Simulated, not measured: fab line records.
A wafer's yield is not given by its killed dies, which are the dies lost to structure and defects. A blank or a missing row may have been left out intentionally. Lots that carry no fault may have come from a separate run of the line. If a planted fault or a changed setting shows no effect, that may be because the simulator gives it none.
Which tool is to blame? -- flow n5Finfet -- 9 lots, 27 wafers sampled, at 6 steps of a route of 1938

## WHAT THE GAUGES READ, wafer by wafer
N5_STI_FIN_REVEAL_THK_MEAS_05. Usual: thkNm 132.1 nm, standard deviation 1.2.
lot,measured,on,thkNm (nm),flag
L770,day 2 12:32,filmMetro-02,132.9 131.3 133.3,
L774,day 3 10:18,filmMetro-01,131.1 131.5 132.4,
L776,day 4 02:09,filmMetro-01,128.9 130.5 131.1,
L781,day 5 03:15,filmMetro-02,132.5 131.1 132.1,
L788,day 6 21:17,filmMetro-02,134.3 131.7 132.4,
L789,day 7 03:17,filmMetro-02,131.1 132.8 132.0,
L790,day 7 11:46,filmMetro-02,131.6 132.3 132.2,
L791,day 7 17:13,filmMetro-01,132.6 133.0 131.1,
L793,day 8 07:49,filmMetro-02,134.1 133.8 134.5,

N5_STI_FIN_REVEAL_FIN_H_MEAS_10. Usual: trenchDepthNm 52.2 nm, standard deviation 0.59.
lot,measured,on,trenchDepthNm (nm),flag
L770,day 2 15:44,ocd-02,51.1 52.2 52.1,
L774,day 3 13:29,ocd-02,51.2 51.0 51.2,
L776,day 4 05:20,ocd-01,52.9 52.8 53.2,
L781,day 5 06:41,ocd-01,52.3 51.4 52.0,
L788,day 7 00:41,ocd-02,64.5 65.3 52.0,OFF
L789,day 7 06:39,ocd-02,52.4 51.8 52.5,
L790,day 7 14:58,ocd-02,53.2 66.2 52.6,OFF
L791,day 7 20:25,ocd-01,51.8 52.3 52.4,
L793,day 8 11:20,ocd-02,51.8 52.1 52.3,

N5_BEOL_M4_RC_MEAS_101. Usual: DIBL_N 36.2 mV/V, standard deviation 1.2; DIBL_P 36.3 mV/V, standard deviation 1.3; IOFF_N 0.155 nA/um, standard deviation 0.019; IOFF_P 0.210 nA/um, standard deviation 0.029; ION_N 677 uA/um, standard deviation 8.6; ION_P 465 uA/um, standard deviation 6.8; SS_N 71.4 mV/dec, standard deviation 0.48; SS_P 73.2 mV/dec, standard deviation 0.53; VT_N 249.9 mV, standard deviation 2.4; VT_P -250 mV, standard deviation 3.2.
lot,measured,on,DIBL_N (mV/V),DIBL_P (mV/V),IOFF_N (nA/um),IOFF_P (nA/um),ION_N (uA/um),ION_P (uA/um),SS_N (mV/dec),SS_P (mV/dec),VT_N (mV),VT_P (mV),flag
L770,day 7 14:26,prober-02,36.5 36.3 37.5,36.8 36.4 37.9,0.157 0.153 0.178,0.199 0.198 0.220,672 673 685,464 459 469,71.7 71.1 71.9,72.9 73.6 72.6,250.5 251.6 249.3,-252 -250 -250,
L774,day 9 07:53,prober-02,35.7 37.4 37.0,36.0 38.4 37.4,0.144 0.182 0.166,0.215 0.245 0.222,671 678 666,463 469 464,71.6 70.9 71.0,73.4 74.0 73.7,251.6 246.6 249.5,-249 -247 -248,
L776,day 10 00:17,prober-02,35.7 34.8 33.7,36.7 35.9 34.1,0.176 0.147 0.128,0.239 0.219 0.190,682 680 681,470 474 467,71.8 70.9 70.7,72.9 74.0 73.0,251.2 250.3 250.1,-250 -252 -250,
L781,day 11 13:34,prober-01,35.5 37.7 35.9,35.8 37.8 35.3,0.165 0.204 0.152,0.222 0.267 0.218,687 678 678,467 470 469,71.0 71.8 71.9,73.1 73.8 73.3,245.4 246.3 252.4,-249 -248 -250,
L788,day 12 18:44,prober-02,35.1 34.3 36.0,36.5 35.6 37.3,0.155 0.141 0.145,0.202 0.184 0.219,727 736 676,474 464 463,70.6 71.2 71.8,73.0 73.0 73.5,248.2 250.0 251.1,-249 -251 -248,OFF
L789,day 12 20:55,prober-02,35.8 35.6 34.0,36.8 36.4 34.9,0.170 0.158 0.139,0.225 0.217 0.197,678 681 679,472 469 467,71.5 71.2 70.5,73.3 73.2 73.4,245.8 249.6 247.4,-248 -248 -249,
L790,day 13 15:44,prober-02,34.4 34.2 35.8,35.3 35.6 36.0,0.122 0.139 0.135,0.160 0.171 0.172,668 737 664,457 459 452,70.6 71.0 71.3,72.8 72.8 72.6,253.7 247.9 249.5,-255 -255 -251,
L791,day 13 20:10,prober-02,37.6 37.3 37.2,36.5 37.1 36.3,0.155 0.156 0.147,0.207 0.218 0.203,665 680 671,457 465 467,71.7 71.6 71.3,72.6 72.3 73.1,250.2 250.3 250.7,-250 -249 -249,
L793,day 14 10:47,prober-02,35.4 36.9 37.4,33.4 35.5 36.0,0.128 0.159 0.164,0.159 0.188 0.199,657 673 674,451 459 458,70.9 71.7 71.9,72.4 72.8 73.6,252.2 250.4 249.7,-254 -251 -252,

## WHICH TOOL RAN EACH LOT (tool, then ch and the chambers of the sampled wafers, then the start)
lot,N5_STI_FIN_REVEAL_ETCHBACK_08,N5_STI_FIN_REVEAL_OXIDATION_31,N5_STI_FIN_REVEAL_OXIDATION_33
L770,"rieDiel-02 ch 0,1,3, day 2 12:47","plasmaAsher-01 ch 0,1, day 2 15:11","plasmaAsher-01 ch 0,1, day 2 15:32"
L774,"rieDiel-02 ch 0,2,3, day 3 10:32","plasmaAsher-02 ch 0,1, day 3 12:56","plasmaAsher-02 ch 0,1, day 3 13:17"
L776,"rieDiel-04 ch 0,3, day 4 02:23","plasmaAsher-02 ch 0,1, day 4 04:47","plasmaAsher-01 ch 0,1, day 4 05:08"
L781,"rieDiel-04 ch 0,1,2, day 5 03:29","plasmaAsher-01 ch 0,1, day 5 06:07","plasmaAsher-02 ch 0,1, day 5 06:29"
L788,"rieDiel-04 ch 1,2, day 6 21:41","plasmaAsher-01 ch 0,1, day 7 00:08","plasmaAsher-02 ch 0,1, day 7 00:29"
L789,"rieDiel-01 ch 0,2,3, day 7 03:42","plasmaAsher-02 ch 0, day 7 06:06","plasmaAsher-01 ch 0,1, day 7 06:27"
L790,"rieDiel-04 ch 0,1,2, day 7 12:00","plasmaAsher-01 ch 0,1, day 7 14:25","plasmaAsher-01 ch 0,1, day 7 14:46"
L791,"rieDiel-02 ch 0,3, day 7 17:28","plasmaAsher-01 ch 0, day 7 19:52","plasmaAsher-02 ch 0, day 7 20:13"
L793,"rieDiel-01 ch 1,2, day 8 08:09","plasmaAsher-01 ch 0,1, day 8 10:34","plasmaAsher-01 ch 0,1, day 8 11:09"
- N5_STI_FIN_REVEAL_ETCHBACK_08: etches SiO2 in C4F6/O2, target depth 30.5 nm, time 10.167 s.
- N5_STI_FIN_REVEAL_OXIDATION_31: chemistry O2 PLASMA REMOTE, time 20 s.
- N5_STI_FIN_REVEAL_OXIDATION_33: chemistry O2 PLASMA REMOTE, time 20 s.

## WHAT THE TOOLS THEMSELVES READ (means of the sampled wafers that have a number; where no wafer has one, the mark that the record gives instead)
N5_STI_FIN_REVEAL_ETCHBACK_08. Usual: drypumpMotorCurrentA 5.5 A, standard deviation 0.35; oesProductAu 0.84 a.u., standard deviation 0.096; rfFwdPowerW 340.7 W, standard deviation 1.5; rfVppV 666 V, standard deviation 10; showerheadPlenumPTorr 2.90 Torr, standard deviation 0.076; throttleValvePct 21.13 %, standard deviation 0.16.
lot,tool,drypumpMotorCurrentA (A),oesProductAu (a.u.),rfFwdPowerW (W),rfVppV (V),showerheadPlenumPTorr (Torr),throttleValvePct (%),flag
L770,rieDiel-02,5.1,0.80,339.6,669,2.94,21.30,
L774,rieDiel-02,5.4,0.76,341.3,671,2.92,21.19,
L776,rieDiel-04,5.7,0.86,341.2,661,2.88,21.17,
L781,rieDiel-04,5.6,0.87,341.0,656,2.84,21.14,
L788,rieDiel-04,5.4,0.91,341.1,653,2.82,21.11,
L789,rieDiel-01,5.7,0.90,341.0,674,2.93,20.94,
L790,rieDiel-04,5.5,0.84,341.4,655,2.83,21.18,
L791,rieDiel-02,5.5,0.71,341.5,668,2.93,21.39,
L793,rieDiel-01,6.0,0.75,338.0,672,2.96,21.15,

N5_STI_FIN_REVEAL_OXIDATION_31. Usual: drypumpMotorCurrentA 6.0 A, standard deviation 0.55; heaterPowerW 137 W, standard deviation 13; rfFwdPowerW 1981 W, standard deviation 7.1.
lot,tool,drypumpMotorCurrentA (A),heaterPowerW (W),rfFwdPowerW (W),flag
L770,plasmaAsher-01,5.9,152,1980,
L774,plasmaAsher-02,6.2,129,1980,
L776,plasmaAsher-02,6.2,129,1981,
L781,plasmaAsher-01,5.8,152,1979,
L788,plasmaAsher-01,5.9,154,1989,
L789,plasmaAsher-02,6.7,128,1978,
L790,plasmaAsher-01,6.2,145,1982,
L791,plasmaAsher-01,6.5,138,1980,
L793,plasmaAsher-01,6.2,145,1980,

N5_STI_FIN_REVEAL_OXIDATION_33. Usual: drypumpMotorCurrentA 6.0 A, standard deviation 0.55; heaterPowerW 137 W, standard deviation 13; rfFwdPowerW 1982 W, standard deviation 6.8.
lot,tool,drypumpMotorCurrentA (A),heaterPowerW (W),rfFwdPowerW (W),flag
L770,plasmaAsher-01,5.9,153,1974,
L774,plasmaAsher-02,6.2,128,1985,
L776,plasmaAsher-01,6.2,143,1983,
L781,plasmaAsher-02,6.2,131,1987,
L788,plasmaAsher-02,6.2,128,1979,
L789,plasmaAsher-01,6.2,146,1983,
L790,plasmaAsher-01,6.2,148,1981,
L791,plasmaAsher-02,6.6,127,1980,
L793,plasmaAsher-01,5.9,152,1980,

## THE ANSWER, worked out from the rows above alone
Rule: take the mean of a lot's wafers that have a number; if it is more than 3 standard deviations from the usual mean, the lot is off. A lot without any number at a reading at which 4 lots or more have one is off too. Any other lot the step has rows for is counted as sound. After the gauges, taken in route order, come the tools' own readings; for these a lot's mean is taken, as printed above. The first step at which some lot is off is used, and at that step the reading that is off furthest; a lot without a number counts as furthest.
Off at N5_STI_FIN_REVEAL_FIN_H_MEAS_10 (trenchDepthNm): L788, L790.
If a tool, at a process step before that reading, ran all the lots that are off and no sound lot after the first of them, it fits. The gauges at N5_STI_FIN_REVEAL_FIN_H_MEAS_10 are tried like those tools. One fits: N5_STI_FIN_REVEAL_ETCHBACK_08 on rieDiel-04. A fault onset in the window from L781 (day 5 03:29, its last sound lot) to L788 (day 6 21:41, its first lot off) fits.

## WHAT THE SIMULATOR PUT IN
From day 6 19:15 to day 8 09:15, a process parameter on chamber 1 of rieDiel-04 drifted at N5_STI_FIN_REVEAL_ETCHBACK_08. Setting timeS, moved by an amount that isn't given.
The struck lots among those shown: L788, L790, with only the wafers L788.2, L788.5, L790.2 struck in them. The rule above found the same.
